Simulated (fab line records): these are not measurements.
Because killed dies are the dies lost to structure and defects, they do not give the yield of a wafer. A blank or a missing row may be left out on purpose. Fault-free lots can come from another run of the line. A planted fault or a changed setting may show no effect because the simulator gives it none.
Split-lot trial | flow n5 finfet | route with 1938 steps; 7 lots, 21 wafers read

== SPLIT DETAILS ==
At N5_BEOL_M12_COAT_04 (resist thk 400 nm), the setting spin rpm was moved away from the recipe's 1625 rpm on 5 of the 21 wafers read, by -9.0% to -4.8%. This setting was run at the recipe's value on the other wafers.

== FROM THE SPLIT TO THE READING: what the file shows between them, 2 steps ==
- N5_BEOL_M12_DESCUM_15: chemistry O2, time 7.9 s (also split here: time s)
- N5_BEOL_M12_ETCH_59: etches BARC in N2/H2, target depth 89 nm, overetch 26.7 nm, time 67.9 s

== THE READING ==
coat_of_BEOL_M12_COAT_04.thk nm (the simulator's own value, which no gauge read), in nm, at N5_BEOL_M12_VIA_ETCH_16 (etches SiOC in C4F8/O2/Ar, target depth 724.8 nm). The file gives no usual value for it. Here, 16 wafers ran the recipe; their average is 123.8 nm with a standard deviation of 3.4 nm.

wafer  | tool, chamber at the split | spin rpm as run, rpm | against the recipe | coat_of_BEOL_M12_COAT_04.thk nm, nm | against lot-mates on the recipe
L080.1 | litho track-02, 0          | 1479                 | -9.0%              | 146.8                               | +22.6
L080.3 | litho track-02, 0          | 1625                 | recipe             | 129.6                               | -
L080.5 | litho track-02, 0          | 1625                 | recipe             | 118.8                               | -
L079.1 | litho track-05, 0          | 1625                 | recipe             | 122.2                               | -
L079.2 | litho track-05, 0          | 1625                 | recipe             | 125.8                               | -
L079.5 | litho track-05, 0          | 1625                 | recipe             | 120.4                               | -
L084.2 | litho track-01, 0          | 1625                 | recipe             | 120.4                               | -
L084.3 | litho track-01, 0          | 1625                 | recipe             | 120.4                               | -
L084.4 | litho track-01, 0          | 1625                 | recipe             | 119.4                               | -
L088.1 | litho track-05, 0          | 1625                 | recipe             | 127.2                               | -
L088.3 | litho track-05, 0          | 1625                 | recipe             | 125.2                               | -
L088.4 | litho track-05, 0          | 1625                 | recipe             | 122.8                               | -
L091.3 | litho track-01, 0          | 1625                 | recipe             | 130.2                               | -
L091.4 | litho track-01, 0          | 1547                 | -4.8%              | 133.4                               | +7.0
L091.6 | litho track-01, 0          | 1625                 | recipe             | 122.6                               | -
L089.2 | litho track-05, 0          | 1625                 | recipe             | 126.4                               | -
L089.3 | litho track-05, 0          | 1625                 | recipe             | 124.6                               | -
L089.6 | litho track-05, 0          | 1531                 | -5.8%              | 137                                 | +11.5
L096.1 | litho track-02, 0          | 1495                 | -8.0%              | 144.6                               | +19.8
L096.3 | litho track-02, 0          | 1625                 | recipe             | 124.8                               | -
L096.4 | litho track-02, 0          | 1495                 | -8.0%              | 142                                 | +17.2

THE FIT
A straight line over all 21 wafers: coat_of_BEOL_M12_COAT_04.thk nm changes by -2.43 nm for each +1% of spin rpm; r = -0.93; the points scatter about the line by 3.2 nm.
The same after taking each lot's own level away (the mean of its wafers on the recipe; 21 wafers): -2.28 nm for each +1%; r = -0.94; scatter 2.7 nm.
According to that fit, moving spin rpm by its largest amount changes the reading by 20 nm.
Across the lots, their own levels run from 120.07 to 126.40 nm, a range of 1.9 times the standard deviation given above.
Consequently the slope shifts little with the lot-to-lot level, the two slopes agreeing.
Check: +19.3 nm against its lot-mates is what the line predicts for one of the wafers moved furthest among these (-9.0%) when that wafer is left out of the fit. It came out at +22.6 nm against them.

== THE OTHER SPLITS THESE WAFERS WENT THROUGH ==
Before the reading, these wafers also passed through other splits. Each is held against what the fit with the lots' levels taken away leaves over:
other split on the same wafers | wafers away from the commonest value | r with coat_of_BEOL_M12_COAT_04.thk nm (lot level and that fit taken away)
N5_BEOL_M12_DESCUM_15 time s   | 11                                   | +0.07

== THE WHOLE CHAIN: every reading that the file lists as answering this split, in the file's order ==
step                    | what it does                                                            | reading                                                                          | change (the file's fit)              | r (the file's)
N5_BEOL_M12_COAT_04     | resist thk 400 nm                                                       | coat_of_BEOL_M12_COAT_04.thk nm (the simulator's own value, which no gauge read) | -2.11 nm for each +1% of the setting | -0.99
N5_BEOL_M12_ETCH_59     | etches BARC in N2/H2, target depth 89 nm, overetch 26.7 nm, time 67.9 s | coat_of_BEOL_M12_COAT_04.thk nm (the simulator's own value, which no gauge read) | -2.39 nm for each +1% of the setting | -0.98
N5_BEOL_M12_VIA_ETCH_16 | etches SiOC in C4F8/O2/Ar, target depth 724.8 nm                        | coat_of_BEOL_M12_COAT_04.thk nm (the simulator's own value, which no gauge read) | -2.24 nm for each +1% of the setting | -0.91
N5_BEOL_M12_STRIP_63    | strips in N2/H2                                                         | strip time to endpoint s                                                         | withheld for each +1% of the setting | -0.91

== THE FILE'S OWN FIT ==
coat_of_BEOL_M12_COAT_04.thk nm changes by -2.24 nm for each +1% of spin rpm, r = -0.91.
